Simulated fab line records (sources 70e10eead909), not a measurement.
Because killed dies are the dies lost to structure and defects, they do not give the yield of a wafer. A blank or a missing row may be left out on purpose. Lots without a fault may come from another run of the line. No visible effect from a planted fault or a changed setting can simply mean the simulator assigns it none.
Which tool was responsible? :: flow nandHarc :: Sampling: 13 lots, 39 wafers, 6 of 1159 route steps

WHAT THE GAUGES READ, wafer by wafer
NHARC_A_ONON_D1_THK_MEAS_21: measures by ellipsometry.
lot: L220
measured: day 7 23:47
on: filmMetro-02
thkNm (nm): 989 992 990

lot: L221
measured: day 8 05:11
on: filmMetro-01
thkNm (nm): 998 998 1000

lot: L223
measured: day 9 02:13
on: filmMetro-02
thkNm (nm): 998 994 997

lot: L224
measured: day 9 02:13
on: filmMetro-01
thkNm (nm): 997 998 998

lot: L225
measured: day 9 07:15
on: filmMetro-01
thkNm (nm): 1001 998 999

lot: L226
measured: day 9 07:15
on: filmMetro-02
thkNm (nm): 1009 1008 1008

lot: L227
measured: day 9 18:01
on: filmMetro-02
thkNm (nm): 993 992 993

lot: L234
measured: day 11 09:47
on: filmMetro-02
thkNm (nm): 994 993 992

lot: L232
measured: day 11 18:52
on: filmMetro-02
thkNm (nm): 997 996 995

lot: L233
measured: day 12 01:30
on: filmMetro-02
thkNm (nm): 1014 1013 1014

lot: L239
measured: day 12 17:06
on: filmMetro-02
thkNm (nm): 978 977 976

lot: L241
measured: day 12 17:07
on: filmMetro-02
thkNm (nm): 1005 1005 1004

lot: L240
measured: day 12 22:39
on: filmMetro-01
thkNm (nm): 997 997 999

NHARC_A_ONON_D1_THK_MEAS_24: measures by ellipsometry.
lot: L220
measured: day 8 00:22
on: filmMetro-02
thkNm (nm): 1002 1002 1000

lot: L221
measured: day 8 05:44
on: filmMetro-01
thkNm (nm): 991 992 990

lot: L223
measured: day 9 02:47
on: filmMetro-01
thkNm (nm): 1008 1007 1007

lot: L224
measured: day 9 02:49
on: filmMetro-02
thkNm (nm): 999 1000 999

lot: L225
measured: day 9 07:49
on: filmMetro-01
thkNm (nm): 994 995 995

lot: L226
measured: day 9 07:49
on: filmMetro-02
thkNm (nm): 1001 999 999

lot: L227
measured: day 9 18:34
on: filmMetro-02
thkNm (nm): 981 981 979

lot: L234
measured: day 11 10:22
on: filmMetro-01
thkNm (nm): 1005 1004 1006

lot: L232
measured: day 11 19:25
on: filmMetro-01
thkNm (nm): 989 989 990

lot: L233
measured: day 12 02:04
on: filmMetro-02
thkNm (nm): 997 998 997

lot: L239
measured: day 12 17:40
on: filmMetro-01
thkNm (nm): 1013 1012 1012

lot: L241
measured: day 12 17:41
on: filmMetro-01
thkNm (nm): 1014 1013 1012

lot: L240
measured: day 12 23:13
on: filmMetro-01
thkNm (nm): 989 991 991

NHARC_A_ONON_D1_THK_MEAS_30: measures by ellipsometry.
lot: L220
measured: day 8 01:31
on: filmMetro-02
thkNm (nm): 992 993 994

lot: L221
measured: day 8 06:53
on: filmMetro-01
thkNm (nm): 1003 1003 1003

lot: L223
measured: day 9 03:56
on: filmMetro-02
thkNm (nm): 1002 1004 1003

lot: L224
measured: day 9 03:58
on: filmMetro-01
thkNm (nm): 984 984 987

lot: L225
measured: day 9 08:57
on: filmMetro-02
thkNm (nm): 1016 1019 1018

lot: L226
measured: day 9 08:58
on: filmMetro-01
thkNm (nm): 1001 1001 1001

lot: L227
measured: day 9 19:42
on: filmMetro-01
thkNm (nm): 1004 1005 1004

lot: L234
measured: day 11 11:29
on: filmMetro-01
thkNm (nm): 1013 1013 1571

lot: L232
measured: day 11 20:33
on: filmMetro-02
thkNm (nm): 995 995 996

lot: L233
measured: day 12 03:13
on: filmMetro-01
thkNm (nm): 989 1546 991

lot: L239
measured: day 12 18:47
on: filmMetro-02
thkNm (nm): 1006 1006 1006

lot: L241
measured: day 12 18:52
on: filmMetro-01
thkNm (nm): 1010 1009 1009

lot: L240
measured: day 13 00:21
on: filmMetro-02
thkNm (nm): 1013 1013 1012

NHARC_END_SORT_01.
lot: L234
measured: day 22 11:19
on: prober-02
killedAtArray: 44 45 675
killedAtOther: 0 1 0
killedAtPeriphery: 4 3 2
killedDies: 48 49 677
killedOpen: 5 5 2
killedShort: 1 4 3

lot: L233
measured: day 23 20:25
on: prober-01
killedAtArray: 51 675 32
killedAtOther: 0 0 1
killedAtPeriphery: 4 2 2
killedDies: 55 677 35
killedOpen: 6 4 2
killedShort: 2 1 4

WHAT TOOL EACH LOT RAN ON (gives the tool, then ch and the chambers of the sampled wafers, and finally the start)
lot: L220
NHARC_A_ONON_D1_DEP_28: pecvdOnon-02 ch 0, day 8 01:00
NHARC_A_CHANNEL_HOLE_D1_DEP_01: pecvd-04 ch 0,2, day 8 06:39

lot: L221
NHARC_A_ONON_D1_DEP_28: pecvdOnon-03 ch 0, day 8 06:32
NHARC_A_CHANNEL_HOLE_D1_DEP_01: pecvd-03 ch 0,1,2, day 8 13:29

lot: L223
NHARC_A_ONON_D1_DEP_28: pecvdOnon-04 ch 0, day 9 03:25
NHARC_A_CHANNEL_HOLE_D1_DEP_01: pecvd-03 ch 1,2, day 9 06:58

lot: L224
NHARC_A_ONON_D1_DEP_28: pecvdOnon-02 ch 0, day 9 03:30
NHARC_A_CHANNEL_HOLE_D1_DEP_01: pecvd-01 ch 0,2, day 9 06:57

lot: L225
NHARC_A_ONON_D1_DEP_28: pecvdOnon-03 ch 0, day 9 08:26
NHARC_A_CHANNEL_HOLE_D1_DEP_01: pecvd-03 ch 0,1,2, day 9 11:29

lot: L226
NHARC_A_ONON_D1_DEP_28: pecvdOnon-04 ch 0, day 9 08:34
NHARC_A_CHANNEL_HOLE_D1_DEP_01: pecvd-01 ch 0,1, day 9 11:32

lot: L227
NHARC_A_ONON_D1_DEP_28: pecvdOnon-02 ch 0, day 9 19:15
NHARC_A_CHANNEL_HOLE_D1_DEP_01: pecvd-01 ch 0,1,2, day 9 22:17

lot: L234
NHARC_A_ONON_D1_DEP_28: pecvdOnon-04 ch 0, day 11 11:09
NHARC_A_CHANNEL_HOLE_D1_DEP_01: pecvd-01 ch 0,2, day 11 15:55

lot: L232
NHARC_A_ONON_D1_DEP_28: pecvdOnon-02 ch 0, day 11 20:02
NHARC_A_CHANNEL_HOLE_D1_DEP_01: pecvd-04 ch 0,1,2, day 11 23:25

lot: L233
NHARC_A_ONON_D1_DEP_28: pecvdOnon-04 ch 0, day 12 02:43
NHARC_A_CHANNEL_HOLE_D1_DEP_01: pecvd-01 ch 1, day 12 06:20

lot: L239
NHARC_A_ONON_D1_DEP_28: pecvdOnon-03 ch 0, day 12 18:24
NHARC_A_CHANNEL_HOLE_D1_DEP_01: pecvd-03 ch 0,2, day 12 22:28

lot: L241
NHARC_A_ONON_D1_DEP_28: pecvdOnon-02 ch 0, day 12 18:26
NHARC_A_CHANNEL_HOLE_D1_DEP_01: pecvd-04 ch 1,2, day 12 22:43

lot: L240
NHARC_A_ONON_D1_DEP_28: pecvdOnon-03 ch 0, day 12 23:50
NHARC_A_CHANNEL_HOLE_D1_DEP_01: pecvd-01 ch 0,1, day 13 03:53
- NHARC_A_ONON_D1_DEP_28: target thk 1000 nm.
- NHARC_A_CHANNEL_HOLE_D1_DEP_01: deposits SiON, target thk 140 nm.

WHAT THE TOOLS THEMSELVES READ (means of the sampled wafers that have a number; where no wafer has one, the mark that the record gives instead)
NHARC_A_ONON_D1_DEP_28.
lot: L220
tool: pecvdOnon-02
n2oFlowSccm (sccm): 2002

lot: L221
tool: pecvdOnon-03
n2oFlowSccm (sccm): 1997

lot: L223
tool: pecvdOnon-04
n2oFlowSccm (sccm): 1999

lot: L224
tool: pecvdOnon-02
n2oFlowSccm (sccm): 2000

lot: L225
tool: pecvdOnon-03
n2oFlowSccm (sccm): 1998

lot: L226
tool: pecvdOnon-04
n2oFlowSccm (sccm): 2008

lot: L227
tool: pecvdOnon-02
n2oFlowSccm (sccm): 1999

lot: L234
tool: pecvdOnon-04
n2oFlowSccm (sccm): 1991

lot: L232
tool: pecvdOnon-02
n2oFlowSccm (sccm): 1992

lot: L233
tool: pecvdOnon-04
n2oFlowSccm (sccm): 2011

lot: L239
tool: pecvdOnon-03
n2oFlowSccm (sccm): 1997

lot: L241
tool: pecvdOnon-02
n2oFlowSccm (sccm): 2004

lot: L240
tool: pecvdOnon-03
n2oFlowSccm (sccm): 1987

NHARC_A_CHANNEL_HOLE_D1_DEP_01.
lot: L220
tool: pecvd-04
heaterPowerW (W): 798
showerheadVppV (V): 1142

lot: L221
tool: pecvd-03
heaterPowerW (W): 677
showerheadVppV (V): 1164

lot: L223
tool: pecvd-03
heaterPowerW (W): 643
showerheadVppV (V): 1158

lot: L224
tool: pecvd-01
heaterPowerW (W): 769
showerheadVppV (V): 1230

lot: L225
tool: pecvd-03
heaterPowerW (W): 712
showerheadVppV (V): 1162

lot: L226
tool: pecvd-01
heaterPowerW (W): 745
showerheadVppV (V): 1126

lot: L227
tool: pecvd-01
heaterPowerW (W): 799
showerheadVppV (V): 1169

lot: L234
tool: pecvd-01
heaterPowerW (W): 785
showerheadVppV (V): 1222

lot: L232
tool: pecvd-04
heaterPowerW (W): 727
showerheadVppV (V): 1128

lot: L233
tool: pecvd-01
heaterPowerW (W): 672
showerheadVppV (V): 1085

lot: L239
tool: pecvd-03
heaterPowerW (W): 633
showerheadVppV (V): 1091

lot: L241
tool: pecvd-04
heaterPowerW (W): 717
showerheadVppV (V): 1128

lot: L240
tool: pecvd-01
heaterPowerW (W): 759
showerheadVppV (V): 1117

THE ANSWER, worked out from the rows above alone
Rule: what is usual is taken from the lots themselves. Put in order of their means at a reading, lots are off if they are a third of the lots or fewer, leave a main group of 4 or more, and stand apart from it by a gap of 3 or more times the standard deviation of the main group's means; of several such gaps the widest counts. Not used: any main group whose means are identical at the precision the tables above print for the reading. A lot without any number at a reading at which 4 lots or more have one is off too. The other lots that the step has rows for count as sound. The gauges are gone through in route order, then the tools' own readings, and for those a lot's mean is taken as printed above. At the first step where some lot is off, the reading lying furthest off is the one used; lots without a number count as furthest.
Off at NHARC_A_ONON_D1_THK_MEAS_30 (thkNm): L234, L233. Main group: mean 1003 nm, sd 8.8.
If a tool, at a process step before that reading, ran all the lots that are off and no sound lot after the first of them, it fits. Those tools and the gauges at NHARC_A_ONON_D1_THK_MEAS_30 are tried in the same way. One fits: pecvdOnon-04 at NHARC_A_ONON_D1_DEP_28. A fault onset in the window from L226 (day 9 08:34, its last sound lot) to L234 (day 11 11:09, its first lot off) fits.

WHAT THE SIMULATOR PUT IN
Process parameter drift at NHARC_A_ONON_D1_DEP_28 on pecvdOnon-04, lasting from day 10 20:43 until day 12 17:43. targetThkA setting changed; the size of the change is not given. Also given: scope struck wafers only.
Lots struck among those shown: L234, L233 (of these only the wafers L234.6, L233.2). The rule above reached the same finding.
